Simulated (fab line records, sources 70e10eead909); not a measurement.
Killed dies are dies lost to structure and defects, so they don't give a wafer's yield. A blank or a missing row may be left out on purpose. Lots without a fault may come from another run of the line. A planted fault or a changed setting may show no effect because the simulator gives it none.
Problem report in the 8D (eight disciplines) form, filled by code | flow nand_harc | the parts of the form that need people (team, actions taken, sign-off) are left out

1. THE PROBLEM
killed_at_array at NHARC_END_SORT_01 reads a mean of 212 on 6 wafers of 2 lots; wafers without a fault read 26 with a standard deviation of 10. That is +19 standard deviations from the usual mean.
First seen on wafer L590.3, day 23 07:49, on prober-02. The record holds 6 wafers of 2 lots with a number at this step. Rule for "out", or "out of limits": more than 4 standard deviations from the usual mean. The other wafers with a number count as sound.

2. WHAT IT IS AND WHAT IT IS NOT
question                    | is                           | is not
which readings at this step | killed_at_array, killed_dies | killed_at_other, killed_at_periphery, killed_open
which lots                  | L590, L593                   | -
which wafers of those lots  | all that have a number       | -
read on which gauges        | prober-01, prober-02         | -
when                        | from day 23 07:49            | up to then (0 sound wafers)

3. SUSPECTS, AND WHAT RULES EACH OUT
Counting: a tool at a process step up to the reading stays a suspect if it ran every lot that is out and no sound lot after the first of them.
- the gauge at NHARC_END_SORT_01: ruled out. The wafers that are out were read on 2 gauges (prober-01, prober-02).
- acl_dep-01 at NHARC_A_CHANNEL_HOLE_D1_DEP_00 (deposits aC, target thk 3100 nm): kept. It ran every lot that is out, first L590 (day 12 01:41), and no sound lot after that.
- pvd_sputter-01 at NHARC_THIN_TSV_PRE_CLEAN_50 (time 30 s): kept. It ran every lot that is out, first L590 (day 22 21:26), and no sound lot after that. NHARC_THIN_TSV_PRE_CLEAN_50 gives no start for some lots, so the hours and the order of its lots are those of NHARC_THIN_TSV_CMP_21.
Left after counting: acl_dep-01 at NHARC_A_CHANNEL_HOLE_D1_DEP_00, pvd_sputter-01 at NHARC_THIN_TSV_PRE_CLEAN_50.

4. THE CAUSE (what the simulator had put in)
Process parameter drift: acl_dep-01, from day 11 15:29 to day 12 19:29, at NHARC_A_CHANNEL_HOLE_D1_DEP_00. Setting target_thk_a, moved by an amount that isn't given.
Counting left 2 suspects, and this tool is among them.

5. THE CHAIN OF EFFECTS, in route order
Each row: a reading whose mean over the struck wafers that have a number lies more than 3 standard deviations from the usual. Only readings for which the record gives a usual standard deviation are gone through. hours: the time from each lot's start at the first step in this table that gives one to its start at this step, as a median over the lots. sigmas: the change in usual standard deviations.
hours | step              | reading         | usual | on struck wafers | change | sigmas
0     | NHARC_END_SORT_01 | killed_at_array | 26    | 212              | +186   | +19
0     | NHARC_END_SORT_01 | killed_dies     | 29    | 216              | +187   | +17

6. WHAT WOULD HAVE CAUGHT IT SOONER
In this record the first reading out of limits at a measuring or inspecting step was taken at day 23 07:49, 280 hours after the fault began at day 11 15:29.
Of the tool readings at NHARC_A_CHANNEL_HOLE_D1_DEP_00 for which the record gives a usual standard deviation, none was out on any struck wafer, so an alarm limit of 4 standard deviations on them would not have fired.
All the lots that are out (2) had begun NHARC_A_CHANNEL_HOLE_D1_DEP_00 on acl_dep-01 by day 23 07:49. A hold on the tool at that time would have spared none of them.
